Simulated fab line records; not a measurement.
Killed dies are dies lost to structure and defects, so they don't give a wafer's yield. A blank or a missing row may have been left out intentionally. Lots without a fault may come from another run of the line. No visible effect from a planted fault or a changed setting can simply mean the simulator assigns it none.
Which of the tools did it? ; flow nand harc ; 6 lots with 18 wafers sampled at 2 steps, on a route of 1302 steps

## WHAT EACH GAUGE READ, for each wafer
NHARC_A_SOURCE_PLATE_THK_MEAS_06: measures by ellipsometry.
lot;measured;on;thk nm (nm)
L927;day 8 05:13;film metro-02;200.1 198.2 202.3
L930;day 9 08:42;film metro-01;294.4 292.4 294.7
L940;day 14 00:49;film metro-02;200.7 199.6 198.6
L941;day 14 10:04;film metro-02;198.8 200.1 202.6
L946;day 15 19:36;film metro-02;195.6 197.7 198.3
L947;day 16 07:47;film metro-01;199.7 195.5 198.4

## TOOL THAT RAN EACH LOT (tool first, then ch and the chambers of the sampled wafers, then the start)
lot;NHARC_A_SOURCE_PLATE_CVD_03
L927;lpcvd poly-01 ch 0, day 7 18:44
L930;lpcvd poly-01 ch 0, day 8 22:41
L940;lpcvd poly-03 ch 0, day 13 14:40
L941;lpcvd poly-01 ch 0, day 13 20:22
L946;lpcvd poly-04 ch 0, day 15 09:19
L947;lpcvd poly-01 ch 0, day 15 20:58
- NHARC_A_SOURCE_PLATE_CVD_03: deposits poly-Si, target thk 200 nm, time 4000 s.

## THE ANSWER, worked out from the rows above alone
Rule: usual is defined by the lots themselves. The widest of any qualifying gaps counts: lots, ordered by their means at a reading, are off when they make up no more than a third of the lots, leave a main group of 4 or more, and stand apart from it by 3 or more times the standard deviation of that group's means. A main group is skipped when, at the precision printed for the reading in the tables above, its means are all equal. A lot without any number at a reading at which 4 lots or more have one is off too. The other lots that the step has rows for count as sound.
Off: L930 (NHARC_A_SOURCE_PLATE_THK_MEAS_06, thk nm). The main group has a mean of 199.1 nm with a standard deviation of 1.3.
A tool fits if, at a process step before that reading, it ran every lot that is off, and no sound lot after the first of them. Gauges at NHARC_A_SOURCE_PLATE_THK_MEAS_06: tried the same way as those tools. Not one of the candidates tried fits.

## WHAT HAD BEEN PUT IN BY THE SIMULATOR
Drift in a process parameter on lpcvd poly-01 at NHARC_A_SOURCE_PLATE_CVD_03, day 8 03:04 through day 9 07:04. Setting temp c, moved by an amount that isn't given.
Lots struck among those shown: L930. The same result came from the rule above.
